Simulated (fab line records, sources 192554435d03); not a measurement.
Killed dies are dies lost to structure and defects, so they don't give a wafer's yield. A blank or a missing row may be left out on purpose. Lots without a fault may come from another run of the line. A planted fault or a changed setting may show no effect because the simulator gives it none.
A struck lot beside a sound one | flow n5_finfet | 18 steps out of a route of 1938
Sound: wafers L828.3, L828.5, L828.6. Struck: wafer L844.5. (L844.3, L844.6 of the same lot were not struck and are left out.) The cause comes at the end.
At each step with rows: each side's tool, then ch and its chambers, then its first start. Under that, the readings that differ: sound wafers | struck wafers | difference of the means | sigmas: that difference in standard deviations of wafers without a fault.
alike: readings whose means differ by less than 2 such deviations, and words and numbers that are the same on both sides. not compared: withheld readings, readings that some wafer has no value for, bounds like >300 that may hide the same value, and numbers for which the record gives no deviation and whose values overlap.
The two part at a step that has a row with sigmas, a row that says differs or no value, or rows on one side only. Numbers that don't overlap but have no deviation are shown without sigmas and don't part them. A reading that every wafer of one side lacks parts them only if that side has two wafers or more.

first, 11 steps without rows for these wafers: N5_BEOL_M1_DESCUM_33 (chemistry O2, time 7 s); N5_BEOL_M1_ETCH_77 (etches underlayer in N2/H2, target depth 6.5 nm, time 5.2 s); N5_BEOL_M1_ETCH_69 (etches SiARC in CF4, target depth 15.6 nm, time 26 s); N5_BEOL_M1_ALD_98 (deposits SiO2, target thk 2.5 nm, pulse time 1 s, co reactant pulse time 1 s); N5_BEOL_M1_ETCHBACK_99 (etches SiO2 in CHF3, target depth 5 nm, time 10.4 s); N5_BEOL_M1_ETCH_70 (etches SOC in N2/H2, target depth 80 nm, overetch 16 nm, time 120 s); N5_BEOL_M1_STRIP_71 (strips in N2/H2); N5_BEOL_M1_STRIP_78 (strips in N2/H2); N5_BEOL_M1_VIA_ETCH_34 (etches the open film in C4F6/O2, target depth 67.8 nm, time 64.4 s); N5_BEOL_M1_STRIP_83 (strips in C4F6/O2); N5_BEOL_M1_STRIP_36 (strips in N2/H2).
N5_BEOL_M1_TRENCH_ETCH_37: etches SiOC in C4F6/O2, target depth 55.207 nm, time 29 s.
  sound on rie_diel-03 ch 0,1, day 6 21:27; struck on rie_diel-03 ch 1, day 10 16:12
  reading                             | sound             | struck | difference | sigmas
  model.BEOL_M1.feature_depth_nm (nm) | 54.2 55.4 54.2    | 44     | -11        |
  model.etch.depth_nm (nm)            | 54.27 55.37 54.13 | 44.01  | -10.58     |
  alike: bias_w, drypump_motor_current_A, oes_product_au, rf_vpp_V, showerhead_plenum_p_Torr, throttle_valve_pct
  not compared: rf_hours_counter_h
then, 2 steps without rows for these wafers: N5_BEOL_M1_ETCH_41 (etches SiCN in CH3F/O2, target depth 31.9 nm, time 57.8 s); N5_BEOL_M1_STRIP_97 (strips in N2/H2, time 10 s).
N5_BEOL_M1_OCD_MEAS_38:
  sound on ocd-02, day 6 21:37; struck on ocd-01, day 10 16:22
  reading              | sound          | struck | difference | sigmas
  trench_depth_nm (nm) | 54.2 54.7 53.7 | 43.6   | -10.6      | -12
then, 1 step without rows for these wafers: N5_BEOL_M1_HM_STRIP_39 (strips TiN in peroxide tin strip, target depth 25 nm, time 158 s).
N5_BEOL_M4_RC_MEAS_101:
  sound on prober-01 ch 0, day 9 03:19; struck on prober-01 ch 0, day 12 14:04
  alike: DIBL_N, DIBL_P, IOFF_N, IOFF_P, ION_N, ION_P, SS_N, SS_P, VT_N, VT_P
then, 1 step without rows for these wafers: N5_PASSIVATION_PROBE_49.

WHERE THEY PART
Only at N5_BEOL_M1_OCD_MEAS_38, within this record. Later steps at which nothing parts them and some readings are alike: N5_BEOL_M4_RC_MEAS_101.

WHY: what the simulator had put in
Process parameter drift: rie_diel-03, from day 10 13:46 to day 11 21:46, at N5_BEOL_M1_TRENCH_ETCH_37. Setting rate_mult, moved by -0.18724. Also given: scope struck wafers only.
